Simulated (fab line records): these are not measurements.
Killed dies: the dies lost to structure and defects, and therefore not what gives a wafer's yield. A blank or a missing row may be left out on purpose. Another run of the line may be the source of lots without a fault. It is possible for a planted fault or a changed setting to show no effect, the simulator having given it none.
Which tool is to blame?    flow nand_harc    Sampling: 12 lots, 36 wafers, 3 of 1302 route steps

WHAT EACH GAUGE READ, for each wafer
NHARC_A_SIN_REMOVE_INSPECT_04.
lot   measured      on                 raw_defect_count
L075  day 20 23:59  defect_inspect-02  376 367 409
L077  day 21 23:49  defect_inspect-01  324 328 344
L078  day 22 09:06  defect_inspect-01  281 359 370
L081  day 23 15:11  defect_inspect-01  384 467 458
L083  day 24 07:14  defect_inspect-02  318 372 356
L085  day 25 13:22  defect_inspect-02  638 359 443
L084  day 25 21:12  defect_inspect-01  383 419 315
L091  day 26 10:44  defect_inspect-02  408 394 382
L090  day 27 00:43  defect_inspect-02  470 378 356
L093  day 27 22:16  defect_inspect-01  353 412 340
L096  day 29 21:26  defect_inspect-02  317 299 295
L097  day 30 01:01  defect_inspect-02  294 238 278

WHAT TOOL EACH LOT RAN ON (gives the tool, then ch and the chambers of the sampled wafers, and finally the start)
lot   NHARC_A_SLIT_DEP_23              NHARC_A_SLIT_ETCH_17
L075  pecvd-02 ch 0,1,2, day 20 10:43  har_etch-02 ch 0,1, day 20 14:35
L077  pecvd-01 ch 0,2, day 21 10:05    har_etch-01 ch 0,1, day 21 12:47
L078  pecvd-02 ch 0,1,2, day 21 19:23  har_etch-02 ch 0,1, day 21 23:16
L081  pecvd-02 ch 0,2, day 23 01:47    har_etch-01 ch 0,1, day 23 04:10
L083  pecvd-02 ch 0,2, day 23 17:19    har_etch-02 ch 0,1, day 23 20:40
L085  pecvd-02 ch 0,2, day 24 23:37    har_etch-01 ch 0,1, day 25 02:54
L084  pecvd-03 ch 0,2, day 25 06:28    har_etch-01 ch 0, day 25 10:14
L091  pecvd-01 ch 0,1, day 25 21:09    har_etch-01 ch 0,1, day 25 23:16
L090  pecvd-03 ch 0,1, day 26 10:25    har_etch-02 ch 0,1, day 26 14:16
L093  pecvd-02 ch 0,1,2, day 27 07:47  har_etch-01 ch 0,1, day 27 11:46
L096  pecvd-03 ch 1,2, day 29 07:37    har_etch-02 ch 0,1, day 29 09:38
L097  pecvd-03 ch 0,1,2, day 29 08:23  har_etch-02 ch 0,1, day 29 14:38
- NHARC_A_SLIT_DEP_23: deposits SiON, target thk 100 nm.
- NHARC_A_SLIT_ETCH_17: etches the open film in C4F8/O2/Ar, time 4254.5 s, target depth 20300 nm.

THE ANSWER, worked out from the rows above alone
Rule: usual is defined by the lots themselves. The widest of any qualifying gaps counts: lots, ordered by their means at a reading, are off when they make up no more than a third of the lots, leave a main group of 4 or more, and stand apart from it by 3 or more times the standard deviation of that group's means. A main group whose means are all the same, to the digits that the tables above print for the reading, isn't used. A lot without any number at a reading at which 4 lots or more have one is off too. Any other lot the step has rows for is counted as sound.
No lot is off on any of the readings shown, so nothing can be concluded from this.

WHAT WAS PUT IN BY THE SIMULATOR
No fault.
